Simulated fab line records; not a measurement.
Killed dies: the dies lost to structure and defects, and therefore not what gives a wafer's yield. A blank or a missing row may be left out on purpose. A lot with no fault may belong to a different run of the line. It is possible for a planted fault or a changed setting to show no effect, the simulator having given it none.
Comparing a struck lot with a sound one -- flow n5_finfet -- 15 out of 1938 route steps
Sound: the wafers L898.2, L898.4, L898.5. Struck: wafer L914.1 (left out: L914.3, a lot-mate that was not struck); the cause follows at the end.
Each step with rows lists, per side, the tool, then ch with its chambers, then its first start. Under that, the readings that differ: sound wafers -- struck wafers -- difference of the means -- sigmas: that difference in standard deviations of wafers without a fault.
alike: a reading whose means differ by less than 2 such deviations, as well as words and numbers matching on both sides. not compared: withheld readings; readings where some wafer has no value; bounds like >300 that might hide an equal value; numbers whose values overlap and for which the record gives no deviation.
A row with sigmas, a row that says differs or no value, or rows on one side alone: a step with any of these is where the two part. Numbers that have no deviation but don't overlap get no sigmas and don't part them. A reading missing from all wafers of one side parts the sides only when that side holds two or more wafers.

first, 7 steps without rows for these wafers: N5_BEOL_M15_COAT_04 (resist thk 800 nm); N5_BEOL_M15_EBR_06; N5_BEOL_M15_SOFTBAKE_05 (time 60 s); N5_BEOL_M15_EXPOSE_07 (exposes mask V14); N5_BEOL_M15_PEB_08 (peb time 90 s); N5_BEOL_M15_DEVELOP_09 (develop time 45 s); N5_BEOL_M15_HARDBAKE_14 (time 120 s).
N5_BEOL_M15_CD_MEAS_10: target cd 360 nm.
  sound on cd_sem-02 ch 0, day 11 03:55; struck on cd_sem-03 ch 0, day 15 19:32
  alike: cd_nm
N5_BEOL_M15_OVL_MEAS_11:
  sound on overlay-01 ch 0, day 11 03:56; struck on overlay-01 ch 0, day 15 19:34
  alike: V14_OVL
N5_BEOL_M15_INSPECT_12: inspects for defects (macro).
  sound: defect_inspect-02 at day 11 03:58; struck: defect_inspect-01 at day 15 19:35
  alike: raw_defect_count
N5_BEOL_M15_DESCUM_15: chemistry O2, time 7.9 s.
  sound on rie_diel-05 ch 0,2,3, day 11 04:00; struck on rie_diel-05 ch 3, day 15 19:49
  alike: drypump_motor_current_A, oes_product_au, rf_fwd_power_W, rf_vpp_V, showerhead_plenum_p_Torr, throttle_valve_pct
  not compared: rf_hours_counter_h
N5_BEOL_M15_ETCH_59: etches BARC in N2/H2, target depth 89 nm, overetch 26.7 nm, time 67.9 s.
  sound on rie_diel-05 ch 0,2,3, day 11 04:02; struck on rie_diel-05 ch 3, day 15 19:51
  alike: drypump_motor_current_A, oes_product_au, rf_fwd_power_W, rf_vpp_V, showerhead_plenum_p_Torr, throttle_valve_pct
  not compared: rf_hours_counter_h
N5_BEOL_M15_VIA_ETCH_16: etches SiO2 in C4F8/O2/Ar, target depth 1792.2 nm.
  sound on rie_diel-05 ch 0,2,3, day 11 04:05; struck on rie_diel-05 ch 3, day 15 19:54
reading,sound,struck,difference,sigmas
oes_product_au (a.u.),0.68 0.84 0.76,1.06,+0.30,+4
throttle_valve_pct (%),30.96 31.05 30.34,31.51,+0.73,+3
  alike: drypump_motor_current_A, he_inner_torr, mfc_ar_sccm, rf_fwd_power_W, rf_vpp_V, showerhead_plenum_p_Torr
N5_BEOL_M15_STRIP_63: strips in O2.
  sound on rie_diel-05 ch 0,2,3; struck on rie_diel-05 ch 3
  alike: drypump_motor_current_A, oes_product_au, rf_vpp_V, showerhead_plenum_p_Torr, throttle_valve_pct
  not compared: rf_hours_counter_h
N5_PASSIVATION_PROBE_49:
  the record has rows for the sound wafers here (prober-02, day 12 03:40) and none for the struck ones

== WHERE THEY PART ==
First at N5_BEOL_M15_VIA_ETCH_16; last, within this record, at N5_PASSIVATION_PROBE_49.

WHY: whatever the simulator had introduced
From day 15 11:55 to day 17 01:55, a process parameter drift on rie_diel-05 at N5_BEOL_M15_VIA_ETCH_16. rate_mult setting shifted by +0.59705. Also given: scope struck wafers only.
